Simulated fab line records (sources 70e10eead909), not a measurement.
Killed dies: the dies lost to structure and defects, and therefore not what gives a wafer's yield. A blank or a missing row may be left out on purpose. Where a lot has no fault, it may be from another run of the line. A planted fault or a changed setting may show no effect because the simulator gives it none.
Matching of chambers    flow nand-harc    rie-diel-04 running NHARC_HYBRID_BOND_ACTIVATE_00: 4 sister chambers
The step chemistry N2, time 60 s. 48 wafers are shown with their chamber, then 12 later ones without.

EACH WAFER AND ITS CHAMBER
wafer   chamber  showerhead-plenum-p-Torr (Torr)  drypump-motor-current-A (A)  oes-product-au (a.u.)
L075.1  2        1.68                             6.0                          1.002
L075.2  0        1.86                             6.3                          0.984
L075.4  1        1.85                             5.5                          0.982
L076.1  3        1.65                             5.5                          0.976
L076.3  0        1.86                             6.3                          0.983
L076.5  2        1.68                             6.0                          1.008
L078.1  3        1.65                             5.5                          0.995
L078.3  2        1.68                             6.0                          1.012
L078.6  0        1.86                             6.3                          0.996
L078.2  0        1.86                             6.3                          0.990
L078.4  1        1.85                             5.5                          0.988
L078.5  3        1.65                             5.5                          0.998
L074.1  3        1.65                             5.5                          1.005
L074.4  0        1.86                             6.3                          0.994
L074.6  3        1.65                             5.5                          0.995
L079.3  3        1.64                             5.5                          0.996
L079.5  2        1.68                             6.0                          1.010
L079.6  1        1.84                             5.5                          0.987
L080.2  0        1.85                             6.3                          0.987
L080.4  1        1.84                             5.5                          1.004
L080.6  0        1.85                             6.3                          0.999
L080.1  3        1.65                             5.5                          0.995
L080.3  2        1.68                             6.0                          1.009
L080.5  1        1.84                             5.5                          0.997
L081.2  0        1.85                             6.3                          0.987
L081.3  1        1.84                             5.5                          0.992
L081.5  1        1.84                             5.5                          0.991
L082.1  3        1.65                             5.5                          0.997
L082.4  1        1.84                             5.5                          0.994
L082.5  2        1.68                             6.0                          1.019
L083.2  2        1.68                             6.0                          1.019
L083.4  0        1.85                             6.3                          0.989
L083.6  0        1.85                             6.3                          0.985
L083.1  3        1.65                             5.5                          0.993
L083.3  1        1.84                             5.4                          0.987
L083.5  1        1.84                             5.4                          0.995
L087.1  0        1.85                             6.3                          1.007
L087.2  1        1.84                             5.4                          0.999
L087.4  3        1.64                             5.5                          1.004
L089.1  1        1.84                             5.4                          0.997
L089.4  2        1.68                             6.0                          1.010
L089.5  2        1.68                             6.0                          1.015
L088.1  3        1.64                             5.5                          1.000
L088.5  1        1.84                             5.5                          0.994
L088.6  3        1.64                             5.5                          0.998
L091.1  1        1.84                             5.5                          0.994
L091.2  0        1.85                             6.2                          0.995
L091.3  3        1.64                             5.5                          1.002

SIGNATURES (averages over the wafers above)
reading                   chamber 0  chamber 1  chamber 2  chamber 3  scatter within a chamber
showerhead-plenum-p-Torr  1.8542     1.8414     1.6800     1.6462     0.00419
drypump-motor-current-A   6.292      5.471      6.000      5.500      0.0293
oes-product-au            0.99133    0.99293    1.01156    0.99646    0.00644
Rule: a wafer's distance from a chamber is the root of the sum, over the readings, of the square of ((its reading less the chamber's mean) divided by the reading's scatter). If the next closest chamber is less than 2 further off than the closest, the wafer can't be placed; otherwise it belongs to the closest. The scatter: the root of (the sum of the squares of (reading less its chamber's mean) over the shown wafers, divided by (wafers less chambers)).

WAFERS WITH NO CHAMBER GIVEN
wafer   showerhead-plenum-p-Torr (Torr)  drypump-motor-current-A (A)  oes-product-au (a.u.)
L093.2  1.68                             6.0                          1.019
L093.3  1.84                             5.5                          0.997
L093.5  1.85                             6.3                          1.009
L094.1  1.84                             5.4                          1.004
L094.2  1.68                             6.0                          1.012
L094.3  1.85                             6.3                          1.001
L094.4  1.64                             5.5                          0.998
L094.5  1.64                             5.5                          1.001
L094.6  1.85                             6.3                          0.999
L096.3  1.68                             6.0                          1.021
L096.5  1.68                             6.0                          1.012
L096.6  1.64                             5.5                          0.994

EACH ONE'S CHAMBER
wafer   from the rows above  in truth
L093.2  2                    2
L093.3  1                    1
L093.5  0                    0
L094.1  1                    1
L094.2  2                    2
L094.3  0                    0
L094.4  3                    3
L094.5  3                    3
L094.6  0                    0
L096.3  2                    2
L096.5  2                    2
L096.6  3                    3
12 of 12 placed correctly. Not placeable from these rows: 0. Number placed wrongly: 0.
